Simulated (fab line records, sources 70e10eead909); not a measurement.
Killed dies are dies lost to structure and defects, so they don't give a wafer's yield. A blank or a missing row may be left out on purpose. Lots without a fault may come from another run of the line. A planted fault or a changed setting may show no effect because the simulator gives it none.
Problem report in the 8D (eight disciplines) form, filled by code | flow nand_harc | the parts of the form that need people (team, actions taken, sign-off) are left out

1. THE PROBLEM
cd_nm at NHARC_P_GATE_CD_MEAS_26 reads a mean of 147.7 nm on 9 wafers of 3 lots; wafers without a fault read 120.1 nm with a standard deviation of 0.65. That is +43 standard deviations from the usual mean.
The step: target cd 120 nm.
First seen on wafer L105.1, day 5 13:10, on cd_sem-02. The record holds 33 wafers of 11 lots with a number at this step. Rule for "out", or "out of limits": more than 4 standard deviations from the usual mean. The other wafers with a number count as sound.

2. WHAT IT IS AND WHAT IT IS NOT
question                    | is                              | is not
which readings at this step | cd_nm                           | -
which lots                  | L105, L107, L110                | L103, L106, L115, L118, L120, L121, L122, L124
which wafers of those lots  | all that have a number          | -
read on which gauges        | cd_sem-01, cd_sem-02, cd_sem-03 | -
when                        | from day 5 13:10                | up to then (3 sound wafers); but 21 sound wafers of L106, L115, L118, L120, L121, L122, L124 came after

3. SUSPECTS, AND WHAT RULES EACH OUT
Counting: a tool at a process step up to the reading stays a suspect if it ran every lot that is out and no sound lot after the first of them.
- the gauge at NHARC_P_GATE_CD_MEAS_26: ruled out. The wafers that are out were read on 3 gauges (cd_sem-01, cd_sem-02, cd_sem-03).
- litho_track-06 at NHARC_P_GATE_PEB_24 (peb time 65 s): ruled out as a lasting fault. Sound lots L118, L120, L122, L124 ran on it after its first lot that is out, L105 (day 5 13:05).
Left after counting: nothing in the record.

4. THE CAUSE (what the simulator had put in)
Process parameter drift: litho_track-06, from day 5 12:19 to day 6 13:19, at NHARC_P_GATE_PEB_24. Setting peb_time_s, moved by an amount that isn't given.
Counting ruled it out, wrongly: the rule takes a fault to strike every lot that its tool runs from its start on, and this one did not.

5. THE CHAIN OF EFFECTS, in route order
Each row: a reading whose mean over the struck wafers that have a number lies more than 3 standard deviations from the usual. Only readings for which the record gives a usual standard deviation are gone through. hours: the time from each lot's start at the first step in this table that gives one to its start at this step, as a median over the lots. sigmas: the change in usual standard deviations.
hours | step                    | reading              | usual    | on struck wafers | change | sigmas
0     | NHARC_P_GATE_PEB_24     | heater_power_total_W | 156.6 W  | 231.1            | +74.5  | +99 or more
0     | NHARC_P_GATE_CD_MEAS_26 | cd_nm                | 120.1 nm | 147.7            | +27.6  | +43
352   | NHARC_END_SORT_01       | killed_at_periphery  | 3.1      | 577.7            | +574.6 | +99 or more
352   | NHARC_END_SORT_01       | killed_dies          | 32       | 604              | +572   | +66
The process steps in it:
- NHARC_P_GATE_PEB_24: peb time 65 s.
Readings that are blank on the struck wafers while sound wafers have them: plate_temp_C at NHARC_P_GATE_PEB_24.

6. WHAT WOULD HAVE CAUGHT IT SOONER
In this record the first reading out of limits at a measuring or inspecting step was taken at day 5 13:10, 1 hour after the fault began at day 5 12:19.
The tool's own readings at NHARC_P_GATE_PEB_24 were out on every struck wafer that the step has a row for (heater_power_total_W): an alarm limit on them would have fired on the first of those.
